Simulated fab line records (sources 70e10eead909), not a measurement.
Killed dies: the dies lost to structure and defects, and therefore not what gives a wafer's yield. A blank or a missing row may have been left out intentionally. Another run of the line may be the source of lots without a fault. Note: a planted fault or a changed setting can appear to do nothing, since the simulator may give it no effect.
Chamber matching    flow nand_harc    4 sister chambers for NHARC_A_STAIRCASE_DESCUM_219 on rie_diel-13
The step chemistry O2, time 3 s. 4 wafers are shown with their chamber, then 9 later ones without.

WAFERS WITH THEIR CHAMBER
wafer   chamber  showerhead_plenum_p_Torr (Torr)
L089.4  0        1.81
L089.5  1        1.86
L092.5  2        1.87
L092.6  3        2.05

WAFERS WITHOUT THEIR CHAMBER
wafer   showerhead_plenum_p_Torr (Torr)
L094.2  1.86
L094.3  1.87
L094.5  1.86
L095.1  1.80
L095.3  2.04
L095.5  2.04
L097.1  1.85
L097.5  1.85
L097.6  1.86

CHAMBER TAKEN BY EACH
wafer   from the rows above      in truth
L094.2  can't be placed: 1 or 2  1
L094.3  can't be placed: 2 or 1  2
L094.5  can't be placed: 1 or 2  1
L095.1  0                        0
L095.3  3                        3
L095.5  3                        3
L097.1  can't be placed: 1 or 2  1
L097.5  can't be placed: 1 or 2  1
L097.6  can't be placed: 1 or 2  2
Correctly placed: 3 of 9. From these rows, 6 cannot be placed; in 6 the true chamber is one of the candidates. Number placed wrongly: 0.
How it was worked out, from the rows above alone: a wafer's distance from a chamber is the root of the sum, over the readings, of the square of ((its reading less the chamber's mean) divided by the reading's scatter). If the next closest chamber is less than 2 further off than the closest, the wafer can't be placed; otherwise it belongs to the closest. The mean given for a chamber averages the wafers shown for that chamber. The scatter: root of mean squared gap, hidden wafer to nearest shown wafer, with one shown wafer a chamber.
